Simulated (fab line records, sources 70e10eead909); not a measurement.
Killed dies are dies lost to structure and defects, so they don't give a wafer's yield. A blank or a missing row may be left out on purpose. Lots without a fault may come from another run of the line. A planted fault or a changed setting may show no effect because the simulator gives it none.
fab line records | flow nand_harc | part 2 of 2: steps 28 to 40 of 40
record lots=5 wafers=15 last_day=33
route steps=1302 shown P_GATE@214 P_CONTACT@217 P_M0@253
lots that met no fault: from a run of the same line without faults
start_h: hours from the record's first day to the start of the lot's first wafer shown | wait_h: hours since the lot's step before | " the same as in the row above | L1.1+2: a row that stands for several wafers | - no value, or no start given | * or withheld: withheld | < > ~ a bound
route shown NAME@n: a module of which the file shows steps, and the number in the route of the first | usual: mean/standard deviation of fault-free wafers | same: alike in all rows | chamber/n: place in a boat | sites: the reading at each site | _std_site: their standard deviation | _edge_site: outer sites' mean less inner sites' | radius_mm: how far each site lies from the wafer's centre | mask NAME#n: copy n | behind: the tool/chamber that last shaped the wafer | hold: why the lot was held/for how many hours/how that ended | device: the transistor (n, p or np) that didn't switch | end of line: the same wafers' tests at the end of the route | a step without rows: its recipe alone | killed: dies lost to structure and defects at the first sort, not the wafer's yield | map: a wafer's dies, x killed, . not, _ none there
set.NAME: the setting as run; set.NAME@STEP: as run at that earlier step | model.NAME: the simulator's own value behind a step, which no gauge read
lots at some steps of the route; a table a step, a row a wafer
services: from which hour (start_h, from the record's first day; less than 0 if before it) a tool's chamber was out of use, for how many hours, and why
## steps
# step NHARC_P_CONTACT_STRIP_28
# recipe o2_flow_sccm=500 ar_flow_sccm=0 bias_w=0 chemistry=O2
# usual drypump_motor_current_A=5.3/0.31 oes_product_au=1.001/0.01 rf_vpp_V=57.9/0.93 showerhead_plenum_p_Torr=3.52/0.13 throttle_valve_pct=17.036/0.0089
# columns lot.wafer tool chamber start_h wait_h drypump_motor_current_A oes_product_au rf_hours_counter_h rf_vpp_V showerhead_plenum_p_Torr throttle_valve_pct
L076.1 rie_diel-04 0 138.72 0.1 5.4 1.004 6.3 57.2 3.30 17.042
L076.6 " 1 " " 4.9 0.996 - 57.4 3.39 17.045
L076.5 " 2 " " 5.1 1.002 - 57.8 3.63 17.052
L079.1 rie_diel-04 1 171.37 0.1 4.9 0.990 7.4 56.9 3.39 17.034
L079.4 " 3 " " 5.5 0.995 7.0 58.4 3.49 17.045
L079.3 " 0 " " 5.4 0.995 6.9 57.0 3.30 17.041
L082.3 rie_diel-04 1 199.35 0.1 4.8 0.999 0.4 58.2 3.39 17.037
L082.1 " 0 " " 5.4 1.017 0.4 55.0 3.30 17.040
L082.6 " 2 " " 5.0 1.001 - 58.3 3.63 17.047
L093.2 rie_diel-12 2 306.38 0.1 4.8 1.014 0.5 58.4 3.64 17.039
L093.1 " 3 " " 5.4 0.998 0.4 59.2 3.56 17.043
L093.3 " 0 " " 5.6 1.004 0.4 58.8 3.58 17.027
L095.1 rie_diel-13 3 322.36 0.1 5.2 0.988 5.6 58.3 3.76 17.041
L095.2 " 0 " " 5.7 0.982 4.6 58.9 3.56 17.043
L095.6 " 1 " " 5.7 1.016 - 57.2 3.44 17.039
# step NHARC_P_CONTACT_STRIP_29
# recipe time_s=1200 temp_c=72.5 chemistry=post_etch_residue_remover
# columns lot.wafer tool chamber start_h wait_h
L076.5+1+6 wet_bench-01 6,7,0 138.88 -
L079.4+3+1 wet_bench-01 7,0,1 171.58 -
L082.1+3+6 wet_bench-02 4,5,6 199.55 -
L093.1+3+2 wet_bench-01 5,6,7 306.56 -
L095.1+6+2 wet_bench-04 1,4,5 322.52 -
# step NHARC_P_CONTACT_DEGAS_38
# recipe temp_c=300 time_s=60
# usual heater_power_w=447/48
# columns lot.wafer tool chamber start_h wait_h heater_power_w
L076.1 pvd_sputter-01 - 139.33 - 422
L076.6 " - " " 367
L076.5 " - " " 526
L079.4 pvd_sputter-02 - 172.00 - 518
L079.3 " - " " 422
L079.1 " - " " 404
L082.1 pvd_sputter-02 - 199.98 - 416
L082.3 " - " " 455
L082.6 " - " " 401
L093.1 pvd_sputter-02 - 307.01 - 410
L093.3 " - " " 516
L093.2 " - " " 415
L095.2 pvd_sputter-02 - 322.96 - 523
L095.1 " - " " 413
L095.6 " - " " 503
# step NHARC_P_CONTACT_PRE_CLEAN_39
# recipe time_s=19.5 bias_v=250 gas=Ar
# columns lot.wafer tool chamber start_h wait_h
L076.1+5+6 pvd_sputter-01 - - -
L079.4+3+1 pvd_sputter-02 - - -
L082.1+3+6 pvd_sputter-02 - - -
L093.2+1+3 pvd_sputter-02 - - -
L095.1+2+6 pvd_sputter-02 - - -
# step NHARC_P_CONTACT_PVD_32
# recipe target_thk_a=50 chamber_pressure_pa=5 power_w=5000 substrate_temp_c=200 time_s=17.7 material=Ti
# usual throttle_valve_pct=29.7/1
# columns lot.wafer tool chamber start_h wait_h throttle_valve_pct
L076.1 pvd_sputter-01 - - - 30.8
L076.5 " - " " 29.6
L076.6 " - " " 27.9
L079.1 pvd_sputter-02 - - - 28.8
L079.3 " - " " 28.8
L079.4 " - " " 30.8
L082.1 pvd_sputter-02 - - - 31.1
L082.3 " - " " 30.7
L082.6 " - " " 29.0
L093.2 pvd_sputter-02 - - - 28.9
L093.3 " - " " 30.0
L093.1 " - " " 31.1
L095.1 pvd_sputter-02 - - - 29.3
L095.2 " - " " 30.1
L095.6 " - " " 28.9
# step NHARC_P_CONTACT_ALD_22
# recipe target_thk_a=30 pulse_time_s=1 ald_cycles=150 temp_c=450 material=TiN
# usual heater_power_w=1139/85 precursor_pulse_height_rel=0.999/0.021
# same ald_cycles=150
# columns lot.wafer tool chamber start_h wait_h heater_power_w precursor_pulse_height_rel
L076.1 ald_metal-02 1 139.55 - 1048 1.016
L076.6 " 1 " " 1030 0.964
L076.5 " 2 " " 1034 0.992
L079.1 ald_metal-04 2 172.25 - 1075 1.023
L079.3 " 3 " " 1035 1.013
L079.4 " 0 " " 1206 1.025
L082.3 ald_metal-04 3 200.23 - 1052 0.982
L082.1 " 2 " " 1067 1.040
L082.6 " 0 " " 1193 0.998
L093.2 ald_metal-04 1 307.27 - 1125 1.000
L093.1 " 2 " " 1060 0.990
L093.3 " 3 " " 1096 0.973
L095.1 ald_metal-03 2 323.22 - 1240 0.982
L095.2 " 3 " " 1153 1.009
L095.6 " 1 " " 1263 1.011
# step NHARC_P_CONTACT_CVD_23
# recipe target_thk_a=2000 temp_c=300 pressure_torr=40 wf6_flow_sccm=40 h2_flow_sccm=1600 ar_flow_sccm=1560 time_s=557 material=W
# usual heater_power_w=445/39 throttle_valve_pct=8.25/0.2
# columns lot.wafer tool chamber start_h wait_h heater_power_w throttle_valve_pct
L076.1 cvd_w-02 0 - - 467 7.98
L076.6 " 1 " " 387 7.80
L076.5 " 0 " " 453 8.30
L079.1 cvd_w-01 1 - - 498 8.24
L079.3 " 1 " " 511 8.06
L079.4 " 0 " " 461 8.48
L082.1 cvd_w-02 1 - - 389 8.27
L082.3 " 1 " " 390 7.86
L082.6 " 1 " " 397 8.00
L093.1 cvd_w-01 0 - - 420 8.36
L093.2 " 1 " " 483 8.28
L093.3 " 1 " " 483 8.29
L095.2 cvd_w-02 1 - - 402 8.11
L095.1 " 0 " " 479 8.13
L095.6 " 1 " " 403 8.11
# step NHARC_P_CONTACT_CMP_24
# recipe t_overpolish_s=30 target_thk_nm=200
# usual motor_current_A=12.0/1.1 overpolish_run_s=30.001/0.0088 time_to_endpoint_s=39.4/2.5
# columns lot.wafer tool chamber start_h wait_h motor_current_A overpolish_run_s time_to_endpoint_s
L076.1 cmp-01 3 140.40 0.5 13.3 30.001 41.4
L076.6 " 3 " " 12.6 30.013 40.2
L076.5 " 0 " " 12.9 29.997 36.8
L079.1 cmp-01 0 173.10 0.6 12.4 29.988 38.3
L079.3 " 2 " " 10.8 29.994 42.2
L079.4 " 3 " " 13.2 30.011 42.4
L082.3 cmp-01 2 201.13 0.4 10.2 29.994 40.2
L082.1 " 3 " " 13.6 30.004 40.1
L082.6 " 1 " " 13.1 29.992 38.5
L093.3 cmp-01 2 308.11 0.3 10.3 30.000 41.3
L093.1 " 3 " " 13.3 30.011 41.3
L093.2 " 1 " " 12.6 30.000 38.7
L095.1 cmp-01 0 324.06 0.5 13.1 30.000 38.1
L095.2 " 2 " " 10.6 30.005 39.8
L095.6 " 1 " " 13.4 29.994 40.3
# step NHARC_P_CONTACT_SRD_26
# columns lot.wafer tool chamber start_h wait_h
L076.1+6+5 wet_bench-02 2,3,4 140.72 0.0
L079.4+1+3 wet_bench-02 3,7,0 173.42 0.0
L082.3+6+1 wet_bench-02 1,2,4 201.40 0.0
L093.1+3+2 wet_bench-02 4,5,6 308.44 0.1
L095.6+2+1 wet_bench-04 4,6,1 324.38 0.0
# step NHARC_P_CONTACT_INSPECT_27
# usual raw_defect_count=285/110
# columns lot.wafer tool chamber start_h wait_h raw_defect_count
L076.1 defect_inspect-02 - 140.80 0.1 235
L076.5 " - " " 385
L076.6 " - " " 276
L079.1 defect_inspect-02 - 173.50 0.1 349
L079.3 " - " " 337
L079.4 " - " " 324
L082.1 defect_inspect-02 - 201.48 0.1 176
L082.3 " - " " 263
L082.6 " - " " 320
L093.1 defect_inspect-01 - 308.51 0.1 526
L093.2 " - " " 329
L093.3 " - " " 322
L095.1 defect_inspect-02 - 324.46 0.1 165
L095.2 " - " " 172
L095.6 " - " " 221
# step NHARC_P_M0_DEP_00
# recipe target_thk_a=1500 target_thk_nm=150 temp_c=withheld pressure_torr=5 flow_sccm=200 rf_w=600 material=SiOC
# columns lot.wafer tool chamber start_h wait_h
L076.1+5+6 pecvd-04 2,0,2 140.96 0.2
L079.3+1+4 pecvd-04 0,1,1 173.56 0.1
L082.3+1+6 pecvd-01 2,1,0 201.55 0.1
L093.2+3+1 pecvd-03 2,0,1 308.58 0.1
L095.2+1+6 pecvd-04 1,2,0 324.58 0.1
# step NHARC_P_M0_DEHYDRATE_01
# recipe temp_c=150 time_s=120
# columns lot.wafer tool chamber start_h wait_h
L076.1+5+6 litho_track-06 0 141.27 -
L079.1+3+4 litho_track-06 0 173.97 -
L082.1+3+6 litho_track-04 0 201.95 -
L093.1+2+3 litho_track-04 0 308.98 -
L095.1+2+6 litho_track-01 0 324.94 -
# step NHARC_P_M0_HMDS_02
# recipe time_s=30
# columns lot.wafer tool chamber start_h wait_h
L076.1+5+6 litho_track-06 0 - -
L079.1+3+4 litho_track-06 0 - -
L082.1+3+6 litho_track-04 0 - -
L093.1+2+3 litho_track-04 0 - -
L095.1+2+6 litho_track-01 0 - -
## services
# columns tool chamber start_h hours kind
cmp-01 - 112.68 9.3 repair
rie_diel-13 - 114.98 2.5 repair
pecvd-04 - 120.00 1.3 repair
rie_diel-13 - 143.56 1.5 repair
rie_diel-13 3 149.60 10.5 repair
litho_track-01 - 155.00 7.0 pm
rie_diel-13 2 160.77 10.4 repair
rie_diel-13 - 165.07 9.0 pm
rie_diel-04 - 177.90 9.0 pm
litho_track-06 - 179.00 7.0 pm
litho_track-04 - 203.00 7.0 pm
rie_diel-13 2 241.58 6.1 repair
rie_diel-12 3 241.75 8.4 repair
rie_diel-13 0 247.66 2.4 repair
rie_diel-12 0 251.50 11.3 repair
rie_diel-12 - 268.40 9.0 pm
pecvd-04 - 269.00 13.0 pm
rie_diel-13 2 269.73 16.6 repair
rie_diel-13 0 273.06 3.4 repair
pvd_sputter-02 - 282.00 10.0 pm
rie_diel-12 3 290.72 2.9 repair
pecvd-04 - 292.01 1.3 repair
rie_diel-13 - 306.01 0.5 repair
rie_diel-12 - 309.55 4.9 repair
